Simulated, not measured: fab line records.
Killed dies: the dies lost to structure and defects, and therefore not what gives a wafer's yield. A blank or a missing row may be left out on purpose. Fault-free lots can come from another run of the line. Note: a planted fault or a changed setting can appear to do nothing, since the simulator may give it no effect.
Matching of chambers + flow nand-harc + 4 sister chambers for NHARC_A_CHANNEL_FILL_D1_ALD_02 on ald-hk-02
The step deposits SiO2, target thk 6 nm, pulse time 10 s, ald cycles 60. 8 wafers are shown with their chamber, then 7 later ones without.

== WAFERS, EACH WITH ITS CHAMBER ==
| wafer  | chamber | heater-power-outer-w (W) | heater-power-w (W) |
|--------|---------|--------------------------|--------------------|
| L077.1 | 2       | 211                      | 373                |
| L080.4 | 1       | 238                      | 448                |
| L080.5 | 1       | 240                      | 450                |
| L082.1 | 0       | 288                      | 504                |
| L082.2 | 3       | 264                      | 469                |
| L082.5 | 3       | 263                      | 471                |
| L088.1 | 0       | 296                      | 503                |
| L088.2 | 2       | 216                      | 380                |

== WAFERS WITHOUT THEIR CHAMBER ==
| wafer  | heater-power-outer-w (W) | heater-power-w (W) |
|--------|--------------------------|--------------------|
| L088.4 | 263                      | 460                |
| L092.1 | 217                      | 379                |
| L092.2 | 266                      | 476                |
| L092.6 | 293                      | 494                |
| L097.1 | 229                      | 424                |
| L097.2 | 288                      | 477                |
| L097.6 | 266                      | 467                |

== WHICH CHAMBER EACH WENT THROUGH ==
| wafer  | from the rows above | in truth                   |
|--------|---------------------|----------------------------|
| L088.4 | 3                   | 3                          |
| L092.1 | 2                   | 2                          |
| L092.2 | 3                   | 3                          |
| L092.6 | 0                   | 0                          |
| L097.1 | 1                   | 1                          |
| L097.2 | 3                   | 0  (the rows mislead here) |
| L097.6 | 3                   | 3                          |
Placed correctly: 6 of 7. Left unplaced by these rows: 0. 1 placed wrongly.
How it was worked out, from the rows above alone: a wafer's distance from a chamber is the root of the sum, over the readings, of the square of ((its reading less the chamber's mean) divided by the reading's scatter). If the next closest chamber is less than 2 further off than the closest, the wafer can't be placed; otherwise it belongs to the closest. A chamber's mean is the mean of its shown wafers. The scatter is the square root of a quotient: the sum, over the shown wafers, of each reading's squared deviation from its chamber's mean, divided by wafers minus chambers.
